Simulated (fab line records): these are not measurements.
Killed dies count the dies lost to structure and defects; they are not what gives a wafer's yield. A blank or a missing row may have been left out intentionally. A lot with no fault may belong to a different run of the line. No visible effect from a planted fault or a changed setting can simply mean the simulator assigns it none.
Chamber matching ; flow n5_finfet ; rie_diel-05 running N5_BEOL_M6_ETCH_72: 4 sister chambers
The step etches underlayer in N2/H2, target depth 6.5 nm, time 5.2 s. 14 wafers are shown with their chamber, then 7 later ones without.

== WAFERS WITH THEIR CHAMBER ==
wafer;chamber;showerhead_plenum_p_Torr (Torr);throttle_valve_pct (%);drypump_motor_current_A (A)
L183.1;2;2.41;18.15;5.9
L183.2;0;2.41;17.87;5.9
L183.3;3;2.60;17.59;6.1
L184.1;0;2.41;17.86;5.9
L184.2;1;2.53;17.74;5.0
L184.4;2;2.41;18.15;6.0
L185.2;0;2.41;17.85;5.8
L185.3;3;2.60;17.60;6.1
L185.5;2;2.41;18.14;5.9
L187.1;3;2.60;17.60;6.2
L187.4;1;2.52;17.75;5.0
L187.6;0;2.41;17.87;5.9
L191.2;3;2.59;17.62;6.2
L191.4;3;2.60;17.64;6.2

SIGNATURES, as means of the wafers listed above
reading;chamber 0;chamber 1;chamber 2;chamber 3;scatter within a chamber
showerhead_plenum_p_Torr;2.4100;2.5250;2.4100;2.5980;0.00361
throttle_valve_pct;17.8625;17.7450;18.1467;17.6100;0.0141
drypump_motor_current_A;5.875;5.000;5.933;6.160;0.0512
Rule: for each reading, subtract the chamber's mean from the wafer's reading, divide by that reading's scatter and square the result; add these up over the readings and take the root, which gives the wafer's distance from the chamber. The wafer belongs to the nearest chamber; if the next one is less than 2 further off, it can't be placed. The scatter is the square root of a quotient: the sum, over the shown wafers, of each reading's squared deviation from its chamber's mean, divided by wafers minus chambers.

== WAFERS WHOSE CHAMBER IS MISSING ==
wafer;showerhead_plenum_p_Torr (Torr);throttle_valve_pct (%);drypump_motor_current_A (A)
L191.6;2.52;17.76;5.0
L197.1;2.72;17.77;5.9
L197.3;2.59;17.65;6.2
L197.4;2.73;17.41;5.9
L196.1;2.72;17.46;5.8
L196.4;2.71;17.79;5.9
L196.5;2.72;17.45;5.9

== WHICH CHAMBER EACH WENT THROUGH ==
wafer;from the rows above;in truth
L191.6;1;1
L197.1;3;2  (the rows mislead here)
L197.3;3;3
L197.4;3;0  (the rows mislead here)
L196.1;3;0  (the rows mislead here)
L196.4;3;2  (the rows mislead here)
L196.5;3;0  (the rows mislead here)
2 of 7 placed correctly. Left unplaced by these rows: 0. Wrongly placed: 5.
